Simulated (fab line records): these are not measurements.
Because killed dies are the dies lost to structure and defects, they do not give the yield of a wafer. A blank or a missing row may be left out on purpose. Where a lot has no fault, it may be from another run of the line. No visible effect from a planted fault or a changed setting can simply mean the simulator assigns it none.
Chamber matching	flow n5_finfet	N5_FIN_SAQP_MANDREL2_REMOVE_60 on rie_si-03: 4 sister chambers
The step chemistry HBr/Cl2/O2, target a-Si, stops on SiNx, bt time 10 s. 8 wafers are shown with their chamber, then 7 later ones without.

WAFERS PAIRED WITH THEIR CHAMBERS
wafer	chamber	drypump_motor_current_A (A)	throttle_valve_pct (%)
L076.6	1	6.7	37.20
L081.1	1	6.8	37.22
L081.4	0	5.9	36.98
L082.1	3	6.2	36.70
L082.3	2	5.7	36.80
L082.6	0	5.9	36.99
L087.2	3	6.2	36.70
L087.4	2	5.7	36.82

WAFERS WITH NO CHAMBER GIVEN
wafer	drypump_motor_current_A (A)	throttle_valve_pct (%)
L087.6	5.9	36.98
L091.1	6.2	36.70
L091.2	6.7	37.22
L091.3	5.7	36.83
L095.4	6.7	37.21
L095.5	6.7	37.23
L095.6	5.9	36.98

CHAMBER TAKEN BY EACH
wafer	from the rows above	in truth
L087.6	0	0
L091.1	3	3
L091.2	1	1
L091.3	2	2
L095.4	1	1
L095.5	1	1
L095.6	0	0
7 of 7 placed correctly. Number that these rows cannot place: 0. 0 placed wrongly.
How it was worked out, from the rows above alone: a wafer's distance from a chamber is the root of the sum, over the readings, of the square of ((its reading less the chamber's mean) divided by the reading's scatter). If the next closest chamber is less than 2 further off than the closest, the wafer can't be placed; otherwise it belongs to the closest. The mean given for a chamber averages the wafers shown for that chamber. How the scatter is found: for the shown wafers, subtract from each reading the mean of its chamber, square and add these, divide the total by (wafers less chambers), then take the root.
